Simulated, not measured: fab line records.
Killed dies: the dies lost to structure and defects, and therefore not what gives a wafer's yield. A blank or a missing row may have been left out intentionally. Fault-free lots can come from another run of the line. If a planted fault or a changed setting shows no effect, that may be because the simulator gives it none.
What tool caused it? ; flow n5_finfet ; 25 wafers from 9 lots sampled at 6 of the route's 1938 steps

## WHAT THE GAUGES READ, wafer by wafer
N5_BEOL_M4_RC_MEAS_101. Usual: DIBL_N 36.5 mV/V, standard deviation 1.2; DIBL_P 36.5 mV/V, standard deviation 1.6; IOFF_N 0.162 nA/um, standard deviation 0.023; IOFF_P 0.221 nA/um, standard deviation 0.03; ION_N 678 uA/um, standard deviation 8; ION_P 466 uA/um, standard deviation 6.3; SS_N 71.6 mV/dec, standard deviation 0.46; SS_P 73.3 mV/dec, standard deviation 0.57; VT_N 249.2 mV, standard deviation 2.6; VT_P -249 mV, standard deviation 3.3.
lot;measured;on;DIBL_N (mV/V);DIBL_P (mV/V);IOFF_N (nA/um);IOFF_P (nA/um);ION_N (uA/um);ION_P (uA/um);SS_N (mV/dec);SS_P (mV/dec);VT_N (mV);VT_P (mV);flag
L784;day 10 11:47;prober-02;36.0 37.7 38.3;36.5 39.4 39.4;0.144 0.172 0.186;0.206 0.268 0.272;675 675 688;469 476 475;71.5 71.9 71.6;73.3 73.8 73.1;252.9 246.7 248.1;-250 -247 -244;
L786;day 10 19:10;prober-02;34.9 35.4 36.6;33.9 32.9 34.1;0.131 0.129 0.145;0.212 0.198 0.216;674 664 668;468 456 469;71.7 71.5 72.1;72.4 72.3 72.4;250.3 253.1 250.4;-247 -251 -247;
L787;day 11 01:40;prober-02;36.6 37.0 36.9;38.9 39.9 39.0;0.186 0.209 0.191;0.239 0.253 0.232;683 693 682;467 470 470;71.1 71.8 71.4;74.4 73.7 73.8;248.0 244.0 246.5;-248 -245 -248;
L788;day 11 11:25;prober-02;36.1 36.5 35.3;37.8 37.9 36.7;0.161 0.169 0.151;0.257 0.252 0.234;681 686 677;471 475 470;72.2 72.2 72.2;74.1 73.7 73.3;250.2 248.9 248.3;-245 -245 -245;
L792;day 12 01:18;prober-02;37.9 38.1 38.1;37.1 36.4 37.2;0.180 0.169 0.179;0.229 0.214 0.227;680 674 678;463 460 468;71.7 71.5 72.0;73.1 73.1 72.6;246.5 248.7 247.2;-248 -249 -252;
L794;day 12 23:46;prober-02;35.7 36.7 36.8;35.1 35.9 36.9;0.158 0.175 0.188;0.179 0.192 0.210;681 680 689;454 455 463;71.3 71.9 72.1;73.0 73.6 73.7;252.5 246.2 249.9;-254 -254 -250;
L795;day 13 02:02;prober-02;37.5 38.3 36.6;36.6 38.0 36.3;0.181 0.198 0.161;0.252 0.271 0.251;674 677 673;459 466 465;72.5 72.7 71.7;73.3 73.6 72.7;250.2 248.7 247.8;-246 -245 -245;
L796;day 13 02:28;prober-01;36.9 36.0;37.2 36.7;0.184 0.152;0.238 0.232;687 670;470 466;71.5 71.6;73.6 73.4;249.1 251.2;-247 -251;
L799;day 14 08:17;prober-02;35.0 35.2;36.7 35.8;0.145 0.135;0.218 0.209;684 681;475 474;71.1 71.5;73.9 73.2;249.7 251.7;-248 -251;

## WHICH TOOL RAN EACH LOT (tool, then ch and the chambers of the sampled wafers, then the start)
lot;N5_FIN_SAQP_PECVD_48;N5_FIN_SAQP_RECESS_75;N5_FIN_SAQP_SPACER1_ALD_24;N5_FIN_SAQP_MANDREL1_REMOVE_56;N5_FIN_SAQP_ETCH_57
L784;pecvd-02 ch 0,2, day 2 05:28;vapor_etch-02 ch 0,1, day 2 06:48;ald_sin-03 ch 0,2,3, day 2 07:14;rie_si-02 ch 1,2,3, day 2 08:04;rie_diel-04 ch 1,2,3, day 2 08:26
L786;pecvd-03 ch 0,1,2, day 2 14:35;vapor_etch-02 ch 0,1, day 2 16:03;ald_sin-03 ch 2,3, day 2 16:26;rie_si-02 ch 0,3, day 2 17:14;rie_diel-06 ch 1,2,3, day 2 17:24
L787;pecvd-01 ch 1,2, day 2 20:46;vapor_etch-01 ch 0,1, day 2 22:13;ald_sin-03 ch 0,1,2, day 2 23:35;rie_si-02 ch 1,2, day 3 00:24;rie_diel-01 ch 2,3, day 3 00:43
L788;pecvd-01 ch 0,2, day 3 02:44;vapor_etch-01 ch 0,1, day 3 04:19;ald_sin-04 ch 1,2, day 3 04:34;rie_si-02 ch 1,2, day 3 05:23;rie_diel-04 ch 0,3, day 3 05:44
L792;pecvd-03 ch 0,1, day 4 04:07;vapor_etch-02 ch 0,1, day 4 05:33;ald_sin-01 ch 0,2, day 4 07:09;rie_si-02 ch 2,3, day 4 07:58;rie_diel-04 ch 0,2,3, day 4 08:07
L794;pecvd-03 ch 0,2, day 4 14:52;vapor_etch-02 ch 0, day 4 16:23;ald_sin-03 ch 1,2, day 4 17:23;rie_si-02 ch 0,2, day 4 18:11;rie_diel-01 ch 0,2,3, day 4 18:21
L795;pecvd-01 ch 0,1,2, day 4 21:10;vapor_etch-02 ch 0,1, day 4 23:37;ald_sin-03 ch 1,3, day 5 01:43;rie_si-04 ch 0,2,3, day 5 02:37;rie_diel-01 ch 0,1,2, day 5 02:46
L796;pecvd-03 ch 0,2, day 5 03:01;vapor_etch-02 ch 0, day 5 04:34;ald_sin-04 ch 1,2, day 5 05:51;rie_si-02 ch 1,2, day 5 06:41;rie_diel-01 ch 1,3, day 5 06:51
L799;pecvd-03 ch 0,1, day 5 21:05;vapor_etch-01 ch 0,1, day 5 22:31;ald_sin-04 ch 0,2, day 5 23:01;rie_si-01 ch 0,3, day 5 23:49;rie_diel-06 ch 0,1, day 5 23:59
- N5_FIN_SAQP_PECVD_48: deposits SiNx from SiH4/NH3/N2, target thk 25 nm, time 22.1 s.
- N5_FIN_SAQP_RECESS_75: chemistry HF/NH3, target SiO2, target depth 14.4 nm, afs cycles 3, sublimation time 60 s.
- N5_FIN_SAQP_SPACER1_ALD_24: deposits SiO2, target thk 20.3 nm, pulse time 1 s, purge time 2 s.
- N5_FIN_SAQP_MANDREL1_REMOVE_56: chemistry HBr/Cl2/O2, target a-Si, stops on SiNx, bt time 10 s.
- N5_FIN_SAQP_ETCH_57: etches SiNx in CH3F/O2, target depth 32.5 nm, time 46.4 s.

## WHAT THE TOOLS THEMSELVES READ (means of the sampled wafers that have a number; where no wafer has one, the mark that the record gives instead)
N5_FIN_SAQP_PECVD_48. Usual: heater_power_w 770 W, standard deviation 99; showerhead_plenum_p_Torr 5.10 Torr, standard deviation 0.074; showerhead_vpp_V 1075 V, standard deviation 43; throttle_valve_pct 40.5 %, standard deviation 1.8.
lot;tool;heater_power_w (W);showerhead_plenum_p_Torr (Torr);showerhead_vpp_V (V);throttle_valve_pct (%);flag
L784;pecvd-02;667;5.16;1084;43.4;
L786;pecvd-03;783;5.10;1090;40.9;
L787;pecvd-01;796;5.04;1092;38.8;
L788;pecvd-01;790;5.07;1102;39.9;
L792;pecvd-03;803;5.08;1096;40.9;
L794;pecvd-03;814;5.10;1054;40.6;
L795;pecvd-01;767;5.06;1070;40.1;
L796;pecvd-03;838;5.12;1052;40.6;
L799;pecvd-03;862;5.11;1079;41.0;

N5_FIN_SAQP_RECESS_75. Usual: drypump_motor_current_A at 5.90 A, with a standard deviation of 0.18.
lot;tool;drypump_motor_current_A (A);flag
L784;vapor_etch-02;5.77;
L786;vapor_etch-02;5.75;
L787;vapor_etch-01;5.97;
L788;vapor_etch-01;6.09;
L792;vapor_etch-02;5.86;
L794;vapor_etch-02;5.66;
L795;vapor_etch-02;5.86;
L796;vapor_etch-02;5.66;
L799;vapor_etch-01;6.01;

N5_FIN_SAQP_SPACER1_ALD_24. Usual: heater_power_w 488 W, standard deviation 61; precursor_pulse_height_rel 1.000, standard deviation 0.019.
lot;tool;heater_power_w (W);precursor_pulse_height_rel;flag
L784;ald_sin-03;484;0.996;
L786;ald_sin-03;523;0.992;
L787;ald_sin-03;503;0.974;
L788;ald_sin-04;498;0.997;
L792;ald_sin-01;554;1.010;
L794;ald_sin-03;547;0.981;
L795;ald_sin-03;448;0.997;
L796;ald_sin-04;506;0.989;
L799;ald_sin-04;478;1.006;

N5_FIN_SAQP_MANDREL1_REMOVE_56. Usual: drypump_motor_current_A 5.8 A, standard deviation 0.5; oes_product_au 1.007 a.u., standard deviation 0.014; throttle_valve_pct 36.76 %, standard deviation 0.24.
lot;tool;drypump_motor_current_A (A);oes_product_au (a.u.);throttle_valve_pct (%);flag
L784;rie_si-02;5.7;1.002;36.73;
L786;rie_si-02;5.5;1.006;36.85;
L787;rie_si-02;5.6;1.009;36.73;
L788;rie_si-02;5.8;1.004;36.74;
L792;rie_si-02;5.5;0.996;36.72;
L794;rie_si-02;5.3;1.020;36.91;
L795;rie_si-04;6.2;1.001;36.35;
L796;rie_si-02;5.8;1.006;36.74;
L799;rie_si-01;6.2;1.007;37.03;

N5_FIN_SAQP_ETCH_57. Usual: drypump_motor_current_A 5.8 A, standard deviation 0.39; etch_rf_on_time_s 46.0 s, standard deviation 0.85; oes_product_au 0.70 a.u., standard deviation 0.056; rf_vpp_V 298 V, standard deviation 3.8; showerhead_plenum_p_Torr 2.04 Torr, standard deviation 0.055; throttle_valve_pct 16.32 %, standard deviation 0.19.
lot;tool;drypump_motor_current_A (A);etch_rf_on_time_s (s);oes_product_au (a.u.);rf_vpp_V (V);showerhead_plenum_p_Torr (Torr);throttle_valve_pct (%);flag
L784;rie_diel-04;5.8;46.4;0.68;299;2.06;16.25;
L786;rie_diel-06;5.6;45.0;0.71;301;2.05;16.21;
L787;rie_diel-01;6.0;45.9;0.76;296;1.98;16.37;
L788;rie_diel-04;6.5;46.3;0.66;299;2.02;16.25;
L792;rie_diel-04;6.1;46.1;0.63;298;2.01;16.48;
L794;rie_diel-01;5.9;45.1;0.74;299;2.03;16.36;
L795;rie_diel-01;5.9;45.1;0.75;299;2.03;16.32;
L796;rie_diel-01;5.7;54.5;0.71;299;2.02;16.35;OFF
L799;rie_diel-06;5.8;56.5;0.68;298;2.01;16.41;OFF

## THE ANSWER, worked out from the rows above alone
Rule: a lot is off if the mean of its wafers that have a number lies more than 3 standard deviations from the usual mean. A lot without any number at a reading at which 4 lots or more have one is off too. All remaining lots with rows at the step are treated as sound. First the gauges in route order, then the tools' own readings, where a lot's mean is used as printed above. The first step at which some lot is off is used, and at that step the reading that is off furthest; a lot without a number counts as furthest.
Off: L796, L799, at N5_FIN_SAQP_ETCH_57 (etch_rf_on_time_s).
A tool fits if, at that step or a process step before it, it ran every lot that is off, and no sound lot after the first of them. Undecided on this evidence; 2 tools fit (pecvd-03 at N5_FIN_SAQP_PECVD_48, ald_sin-04 at N5_FIN_SAQP_SPACER1_ALD_24).

## WHAT THE SIMULATOR HAD PUT IN
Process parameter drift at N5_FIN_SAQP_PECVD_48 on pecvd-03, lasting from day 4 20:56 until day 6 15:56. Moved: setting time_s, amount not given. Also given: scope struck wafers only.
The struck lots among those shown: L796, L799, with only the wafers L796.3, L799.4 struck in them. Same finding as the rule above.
